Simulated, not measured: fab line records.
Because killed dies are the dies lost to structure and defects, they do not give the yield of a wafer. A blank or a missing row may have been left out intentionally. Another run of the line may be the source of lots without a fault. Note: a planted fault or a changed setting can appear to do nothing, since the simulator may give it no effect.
A lot that was struck, set against a sound lot / flow nand_harc / 24 steps out of a route of 1302
Sound: these wafers, L875.1, L875.5, L875.6. Wafers struck: L887.1, L887.2, L887.3. The cause comes at the end.
Per side, at each step with rows, come the tool, then ch with its chambers, and then its first start. Under that, the readings that differ: sound wafers / struck wafers / difference of the means / sigmas: that difference in standard deviations of wafers without a fault.
alike: words and numbers the same on both sides, and readings whose means are apart by under 2 such deviations; not compared: readings that were withheld, readings missing a value for some wafer, numbers with overlapping values and no deviation given by the record, and bounds like >300 which may hide the same value.
Wherever a step has rows on one side only, a row that says differs or no value, or a row with sigmas, the two part there. Numbers that have no deviation but don't overlap get no sigmas and don't part them. A reading that every wafer of one side lacks parts them only if that side has two wafers or more.

NHARC_P_CONTACT_DEP_30: deposits SiNx, target thk 30 nm.
  sound on pecvd-02 ch 1,2, day 8 06:11; struck on pecvd-04 ch 0,1,2, day 13 07:01
  alike: heater_power_w
NHARC_P_CONTACT_DEP_00: deposits SiO2, target thk 500 nm.
  sound: pecvd-02 ch 1,2; struck: pecvd-04 ch 0,1,2
  alike: heater_power_w, throttle_valve_pct
then, 9 steps without rows for these wafers: NHARC_P_CONTACT_CMP_01 (polishes SiO2, target thk 200 nm); NHARC_P_CONTACT_SRD_03; NHARC_P_CONTACT_DEHYDRATE_04 (time 120 s); NHARC_P_CONTACT_HMDS_05 (time 30 s); NHARC_P_CONTACT_COAT_33 (time 75 s); NHARC_P_CONTACT_COAT_34 (time 65 s); NHARC_P_CONTACT_COAT_06 (resist thk 90 nm); NHARC_P_CONTACT_SOFTBAKE_07 (time 55 s); NHARC_P_CONTACT_EBR_08.
NHARC_P_CONTACT_EXPOSE_09: exposes mask P CA, target cd 90 nm.
  sound on arfi_scanner-02 ch 0, day 8 07:34; struck on arfi_scanner-01 ch 0, day 13 08:25
reading=exposure_dose_mJ_cm2; sound=81.02 81.20 81.02; struck=84.74 84.59 84.64; difference=+3.58; sigmas=+36
  alike: mask
then, 2 steps without rows for these wafers: NHARC_P_CONTACT_PEB_10 (peb time 65 s); NHARC_P_CONTACT_DEVELOP_11 (develop time 35 s).
NHARC_P_CONTACT_CD_MEAS_12 targets a cd of 90 nm.
  sound on cd_sem-01 ch 0, day 8 07:43; struck on cd_sem-02 ch 0, day 13 08:34
reading=cd_nm (nm); sound=90.2 90.0 89.4; struck=82.2 89.3 82.0; difference=-5.4; sigmas=-7
NHARC_P_CONTACT_OVL_MEAS_13:
  sound: overlay-01 at day 8 07:48; struck: overlay-02 at day 13 08:39
  alike: overlay_x_nm, overlay_y_nm
NHARC_P_CONTACT_INSPECT_14:
  sound: defect_inspect-01 at day 8 07:50; struck: defect_inspect-01 at day 13 08:41
  alike: raw_defect_count
NHARC_P_CONTACT_DESCUM_17: chemistry O2, time 3 s.
  sound on rie_diel-10 ch 0,1, day 8 07:55; struck on rie_diel-10 ch 1,2,3, day 13 08:45
reading=model.P_CONTACT.cd_nm (nm); sound=90.24 90.04 89.13; struck=83.17 88.7 82.3; difference=-5.08; sigmas=
  alike: drypump_motor_current_A, o2_flow_sccm, oes_product_au, rf_vpp_V, showerhead_plenum_p_Torr, throttle_valve_pct
  not compared: rf_hours_counter_h
NHARC_P_CONTACT_ETCH_35: etches the open film in CF4, target depth 39 nm, time 65 s.
  sound on rie_diel-10 ch 1,2,3, day 8 08:00; struck on rie_diel-10 ch 1,2,3, day 13 08:51
  alike: cf4_flow_sccm, drypump_motor_current_A, oes_product_au, rf_vpp_V, showerhead_plenum_p_Torr, throttle_valve_pct
  not compared: rf_hours_counter_h
NHARC_P_CONTACT_ETCH_36: etches the open film in N2/H2, target depth 260 nm, time 406.25 s.
  sound: rie_diel-10 ch 1,2,3; struck: rie_diel-10 ch 1,2,3
  alike: drypump_motor_current_A, h2_flow_sccm, oes_product_au, rf_vpp_V, showerhead_plenum_p_Torr, throttle_valve_pct
  not compared: rf_hours_counter_h
NHARC_P_CONTACT_ETCH_18: etches the open film in C4F8/O2/Ar, target depth 481 nm, time 240.5 s.
  sound: rie_diel-10 ch 0,1,3; struck: rie_diel-10 ch 1,2,3
  alike: oes_product_au, rf_vpp_V
  not compared: rf_hours_counter_h
then, 1 step without rows for these wafers: NHARC_P_CONTACT_STRIP_37 (strips in C4F8/O2/Ar).
NHARC_P_CONTACT_ETCH_31: etches the open film in CH3F/O2, target depth 30 nm, time 85.7 s.
  sound: rie_diel-10 ch 0,3; struck: rie_diel-10 ch 1,2,3
  alike: drypump_motor_current_A, o2_flow_sccm, oes_product_au, rf_vpp_V, showerhead_plenum_p_Torr, throttle_valve_pct
  not compared: rf_hours_counter_h, model.P_CONTACT.cd_nm
NHARC_P_CONTACT_CD_MEAS_19:
  sound: cd_sem-01 at day 8 08:47; struck: cd_sem-01 at day 13 09:46
reading=cd_nm (nm); sound=92.5 91.5 86.0; struck=82.0 85.6 80.7; difference=-7.2; sigmas=-3

== WHERE THEY PART ==
Earliest at NHARC_P_CONTACT_EXPOSE_09; latest, in this record, at NHARC_P_CONTACT_CD_MEAS_19.

WHY: what the simulator had put in
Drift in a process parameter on arfi_scanner-01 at NHARC_P_CONTACT_EXPOSE_09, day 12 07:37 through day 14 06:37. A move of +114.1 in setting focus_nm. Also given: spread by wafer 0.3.
